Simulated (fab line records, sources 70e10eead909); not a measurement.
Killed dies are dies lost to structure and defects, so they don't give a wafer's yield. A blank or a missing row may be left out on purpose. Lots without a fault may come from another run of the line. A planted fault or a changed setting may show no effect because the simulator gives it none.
Which tool did it? | flow nand_harc | 12 lots, 36 wafers sampled, at 4 steps of a route of 1159

WHAT THE GAUGES READ, wafer by wafer
NHARC_P_BONDPAD_CD_MEAS_09: target cd 500 nm.
lot  | measured     | on        | cd_nm (nm)
L075 | day 6 10:56  | cd_sem-03 | 501.6 497.0 501.3
L077 | day 7 01:57  | cd_sem-02 | 499.1 502.2 501.6
L079 | day 7 15:22  | cd_sem-03 | 500.8 503.8 502.4
L080 | day 7 22:38  | cd_sem-02 | 500.0 500.0 502.0
L082 | day 8 15:44  | cd_sem-01 | 495.5 500.5 498.3
L085 | day 9 14:16  | cd_sem-01 | 499.9 499.4 498.5
L087 | day 9 20:22  | cd_sem-03 | 497.6 503.5 501.0
L090 | day 10 13:53 | cd_sem-03 | 501.5 502.9 501.7
L092 | day 10 18:41 | cd_sem-02 | 499.2 498.7 501.1
L093 | day 10 23:40 | cd_sem-03 | 501.3 498.6 500.3
L095 | day 11 13:28 | cd_sem-02 | 501.0 497.4 500.8
L097 | day 12 03:21 | cd_sem-02 | 497.9 497.5 497.8

WHICH TOOL RAN EACH LOT (tool, then ch and the chambers of the sampled wafers, then the start)
lot  | NHARC_P_M2_DEGAS_29          | NHARC_P_M2_DEP_33               | NHARC_P_BONDPAD_CMP_32
L075 | pvd_sputter-02, day 6 07:45  | pecvd-03 ch 0,1,2, day 6 09:29  | cmp-03 ch 0,2,3, day 6 10:16
L077 | pvd_sputter-02, day 6 22:36  | pecvd-03 ch 0,1,2, day 7 00:19  | cmp-01 ch 0,1, day 7 01:09
L079 | pvd_sputter-03, day 7 09:55  | pecvd-04 ch 0,1,2, day 7 13:38  | cmp-03 ch 0,1,3, day 7 14:34
L080 | pvd_sputter-02, day 7 19:26  | pecvd-03 ch 0,2, day 7 21:11    | cmp-03 ch 1,2,3, day 7 22:00
L082 | pvd_sputter-01, day 8 12:24  | pecvd-02 ch 0,1,2, day 8 14:08  | cmp-03 ch 0,1,3, day 8 14:59
L085 | pvd_sputter-03, day 9 10:48  | pecvd-02 ch 0,1,2, day 9 12:47  | cmp-03 ch 1,3, day 9 13:37
L087 | pvd_sputter-01, day 9 17:02  | pecvd-02 ch 0,1, day 9 18:46    | cmp-02 ch 0,2, day 9 19:32
L090 | pvd_sputter-02, day 10 10:31 | pecvd-04 ch 0,1,2, day 10 12:18 | cmp-01 ch 1,2,3, day 10 13:14
L092 | pvd_sputter-01, day 10 15:04 | pecvd-03 ch 0,1, day 10 16:59   | cmp-03 ch 0,1, day 10 17:49
L093 | pvd_sputter-03, day 10 20:28 | pecvd-03 ch 0,1,2, day 10 22:13 | cmp-02 ch 0,2, day 10 22:58
L095 | pvd_sputter-01, day 11 10:07 | pecvd-03 ch 0,1, day 11 11:52   | cmp-01 ch 1,2,3, day 11 12:48
L097 | pvd_sputter-03, day 12 00:02 | pecvd-03 ch 1,2, day 12 01:47   | cmp-01 ch 0,1,3, day 12 02:32
- NHARC_P_M2_DEGAS_29: time 60 s.
- NHARC_P_M2_DEP_33: deposits SiCN, target thk 30 nm.
- NHARC_P_BONDPAD_CMP_32: polishes SiCN, target thk 200 nm.

THE ANSWER, worked out from the rows above alone
Rule: what is usual is taken from the lots themselves. Put in order of their means at a reading, lots are off if they are a third of the lots or fewer, leave a main group of 4 or more, and stand apart from it by a gap of 3 or more times the standard deviation of the main group's means; of several such gaps the widest counts. A main group whose means are all the same, to the digits that the tables above print for the reading, isn't used. A lot without any number at a reading at which 4 lots or more have one is off too. The other lots that the step has rows for count as sound.
No lot is off at any reading shown: from this, nothing can be told.

WHAT THE SIMULATOR HAD PUT IN
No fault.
